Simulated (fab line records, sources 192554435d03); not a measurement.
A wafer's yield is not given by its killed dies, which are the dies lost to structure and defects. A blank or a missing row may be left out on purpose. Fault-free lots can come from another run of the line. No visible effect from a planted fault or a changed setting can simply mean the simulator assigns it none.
Split-lot trial	flow n5-finfet	route with 1938 steps; 7 lots, 21 wafers read

## THE SPLIT ITSELF
At N5_FIN_CUT_ETCH_21 (etches SOC in N2/H2, target depth 219 nm, overetch 43.8 nm, time 523.5 s), the setting time-s was moved away from the recipe's 523.5 s on 5 of the 21 wafers read, by -20.8% to +20.2%. For the rest of the wafers, this setting stayed at what the recipe calls for.

The reading is taken at the split's own step.

## THE READING
SiARC_of_FIN_CUT_COAT_19.thk-nm (the simulator's own value, which no gauge read), in nm, at N5_FIN_CUT_ETCH_21 (etches SOC in N2/H2, target depth 219 nm, overetch 43.8 nm, time 523.5 s). There is no usual value for it anywhere in the file. The 16 wafers here that ran the recipe average 11.9 nm, standard deviation 0.19 nm.

wafer	tool, chamber at the split	time-s as run, s	against the recipe	SiARC_of_FIN_CUT_COAT_19.thk-nm, nm	against lot-mates on the recipe
L077.4	rie-diel-02, 0,1	523.5	recipe	11.8	-
L077.6	rie-diel-02, 0,1	523.5	recipe	11.8	-
L077.5	rie-diel-02, 0	523.5	recipe	11.6	-
L078.1	rie-diel-01, 1,0,3	523.5	recipe	12	-
L078.4	rie-diel-01, 1,0,3	523.5	recipe	12	-
L078.5	rie-diel-01, 1,0,3	523.5	recipe	12	-
L080.2	rie-diel-01, 2	414.5	-20.8%	13.4	+1.2
L080.3	rie-diel-01, 1	523.5	recipe	12.2	-
L080.5	rie-diel-01, 1	414.5	-20.8%	13.8	+1.6
L084.2	rie-diel-01, 1	629.5	+20.2%	10.8	-1.2
L084.4	rie-diel-01, 2	523.5	recipe	12	-
L084.6	rie-diel-01, 2	523.5	recipe	12	-
L087.1	rie-diel-02, 1,2	523.5	recipe	11.8	-
L087.3	rie-diel-02, 1,2	523.5	recipe	11.8	-
L087.2	rie-diel-02, 3	523.5	recipe	12	-
L088.1	rie-diel-06, 1	523.5	recipe	11.8	-
L088.2	rie-diel-06, 3	476.8	-8.9%	12.8	+0.9
L088.6	rie-diel-06, 0	523.5	recipe	12	-
L094.2	rie-diel-06, 3	523.5	recipe	11.8	-
L094.3	rie-diel-06, 1	523.5	recipe	11.4	-
L094.5	rie-diel-06, 3	553.1	+5.7%	11.6	+0.0
Rows listing several chambers each stand for several wafers; the file does not say which wafer went through which chamber.

FIT RESULTS
A straight line over all 21 wafers: SiARC_of_FIN_CUT_COAT_19.thk-nm changes by -0.0734 nm for each +1% of time-s; r = -0.94; the points scatter about the line by 0.22 nm.
The same after taking each lot's own level away (the mean of its wafers on the recipe; 21 wafers): -0.0645 nm for each +1%; r = -0.96; scatter 0.15 nm.
According to that fit, moving time-s by its largest amount changes the reading by 1.3 nm.
Measured against the standard deviation above, the lots' own levels, which go from 11.60 to 12.20 nm, span 3.2 times it.
Hence the slope depends on the lot-to-lot level, as the two fits are not the same.
Check: +1.48 nm against its lot-mates is what the line predicts for one of the wafers moved furthest among these (-20.8%) when that wafer is left out of the fit. Against them it came out at +1.2 nm.

## FURTHER SPLITS ON THESE WAFERS
Before the reading, these wafers also passed through other splits. Each is held against what the fit with the lots' levels taken away leaves over:
other split on the same wafers	wafers away from the commonest value	r with SiARC_of_FIN_CUT_COAT_19.thk-nm (lot level and that fit taken away)
N5_WELL_APT_COAT_02 spin-rpm	6	-0.13
N5_FIN_SAQP_SPACER1_ALD_24 ald-cycles	8	-0.60

## FILE'S OWN FIT
SiARC_of_FIN_CUT_COAT_19.thk-nm changes by -0.0644 nm for each +1% of time-s, r = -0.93.
